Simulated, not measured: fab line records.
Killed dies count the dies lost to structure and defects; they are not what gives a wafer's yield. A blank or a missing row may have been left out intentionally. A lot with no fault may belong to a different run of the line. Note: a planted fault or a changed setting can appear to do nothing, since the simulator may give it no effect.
Matching of chambers / flow n5 finfet / N5_BEOL_M5_ETCH_67 on rie diel-03: 4 sister chambers
The step etches SiARC in CF4, target depth 15.6 nm, time 26 s. 18 wafers are shown with their chamber, then 9 later ones without.

WAFERS, EACH WITH ITS CHAMBER
wafer=L075.3; chamber=0; showerhead plenum p Torr (Torr)=2.26; throttle valve pct (%)=15.72; drypump motor current A (A)=5.7
wafer=L075.4; chamber=3; showerhead plenum p Torr (Torr)=2.14; throttle valve pct (%)=15.89; drypump motor current A (A)=5.9
wafer=L075.6; chamber=2; showerhead plenum p Torr (Torr)=2.23; throttle valve pct (%)=15.94; drypump motor current A (A)=5.7
wafer=L084.2; chamber=2; showerhead plenum p Torr (Torr)=2.23; throttle valve pct (%)=15.98; drypump motor current A (A)=5.6
wafer=L084.3; chamber=1; showerhead plenum p Torr (Torr)=2.15; throttle valve pct (%)=15.46; drypump motor current A (A)=5.3
wafer=L084.4; chamber=0; showerhead plenum p Torr (Torr)=2.25; throttle valve pct (%)=15.76; drypump motor current A (A)=5.7
wafer=L086.2; chamber=0; showerhead plenum p Torr (Torr)=2.25; throttle valve pct (%)=15.77; drypump motor current A (A)=5.7
wafer=L086.4; chamber=3; showerhead plenum p Torr (Torr)=2.13; throttle valve pct (%)=15.95; drypump motor current A (A)=5.9
wafer=L086.5; chamber=1; showerhead plenum p Torr (Torr)=2.15; throttle valve pct (%)=15.49; drypump motor current A (A)=5.4
wafer=L088.1; chamber=3; showerhead plenum p Torr (Torr)=2.13; throttle valve pct (%)=15.94; drypump motor current A (A)=5.9
wafer=L088.3; chamber=1; showerhead plenum p Torr (Torr)=2.15; throttle valve pct (%)=15.48; drypump motor current A (A)=5.4
wafer=L088.4; chamber=0; showerhead plenum p Torr (Torr)=2.25; throttle valve pct (%)=15.77; drypump motor current A (A)=5.7
wafer=L090.3; chamber=0; showerhead plenum p Torr (Torr)=2.25; throttle valve pct (%)=15.77; drypump motor current A (A)=5.7
wafer=L090.4; chamber=1; showerhead plenum p Torr (Torr)=2.15; throttle valve pct (%)=15.48; drypump motor current A (A)=5.3
wafer=L090.6; chamber=1; showerhead plenum p Torr (Torr)=2.15; throttle valve pct (%)=15.49; drypump motor current A (A)=5.4
wafer=L089.3; chamber=1; showerhead plenum p Torr (Torr)=2.15; throttle valve pct (%)=15.48; drypump motor current A (A)=5.3
wafer=L089.4; chamber=0; showerhead plenum p Torr (Torr)=2.25; throttle valve pct (%)=15.78; drypump motor current A (A)=5.7
wafer=L089.5; chamber=3; showerhead plenum p Torr (Torr)=2.13; throttle valve pct (%)=15.97; drypump motor current A (A)=5.9

SIGNATURES (averages over the wafers above)
reading=showerhead plenum p Torr; chamber 0=2.2517; chamber 1=2.1500; chamber 2=2.2300; chamber 3=2.1325; scatter within a chamber=0.00336
reading=throttle valve pct; chamber 0=15.7617; chamber 1=15.4800; chamber 2=15.9600; chamber 3=15.9375; scatter within a chamber=0.0226
reading=drypump motor current A; chamber 0=5.700; chamber 1=5.350; chamber 2=5.650; chamber 3=5.900; scatter within a chamber=0.0378
Rule: a wafer lies at a distance from a chamber equal to the root of the sum of squares, over the readings, of (its reading less the chamber's mean, divided by the reading's scatter). If the next closest chamber is less than 2 further off than the closest, the wafer can't be placed; otherwise it belongs to the closest. The scatter: take each reading less its chamber's mean, square it, sum over the shown wafers, divide by the number of wafers less the number of chambers, and take the root.

WAFERS WHOSE CHAMBER IS MISSING
wafer=L092.1; showerhead plenum p Torr (Torr)=2.15; throttle valve pct (%)=15.48; drypump motor current A (A)=5.4
wafer=L092.4; showerhead plenum p Torr (Torr)=2.22; throttle valve pct (%)=16.00; drypump motor current A (A)=5.7
wafer=L092.6; showerhead plenum p Torr (Torr)=2.25; throttle valve pct (%)=15.79; drypump motor current A (A)=5.7
wafer=L093.1; showerhead plenum p Torr (Torr)=2.13; throttle valve pct (%)=15.96; drypump motor current A (A)=5.9
wafer=L093.2; showerhead plenum p Torr (Torr)=2.15; throttle valve pct (%)=15.48; drypump motor current A (A)=5.3
wafer=L093.6; showerhead plenum p Torr (Torr)=2.15; throttle valve pct (%)=15.49; drypump motor current A (A)=5.4
wafer=L096.1; showerhead plenum p Torr (Torr)=2.22; throttle valve pct (%)=16.02; drypump motor current A (A)=5.7
wafer=L096.2; showerhead plenum p Torr (Torr)=2.15; throttle valve pct (%)=15.52; drypump motor current A (A)=5.4
wafer=L096.5; showerhead plenum p Torr (Torr)=2.22; throttle valve pct (%)=16.02; drypump motor current A (A)=5.6

EACH ONE'S CHAMBER
wafer=L092.1; from the rows above=1; in truth=1
wafer=L092.4; from the rows above=2; in truth=2
wafer=L092.6; from the rows above=0; in truth=0
wafer=L093.1; from the rows above=3; in truth=3
wafer=L093.2; from the rows above=1; in truth=1
wafer=L093.6; from the rows above=1; in truth=1
wafer=L096.1; from the rows above=2; in truth=2
wafer=L096.2; from the rows above=1; in truth=1
wafer=L096.5; from the rows above=2; in truth=2
Correctly placed: 9 of 9. Can't be placed from these rows: 0. 0 placed wrongly.
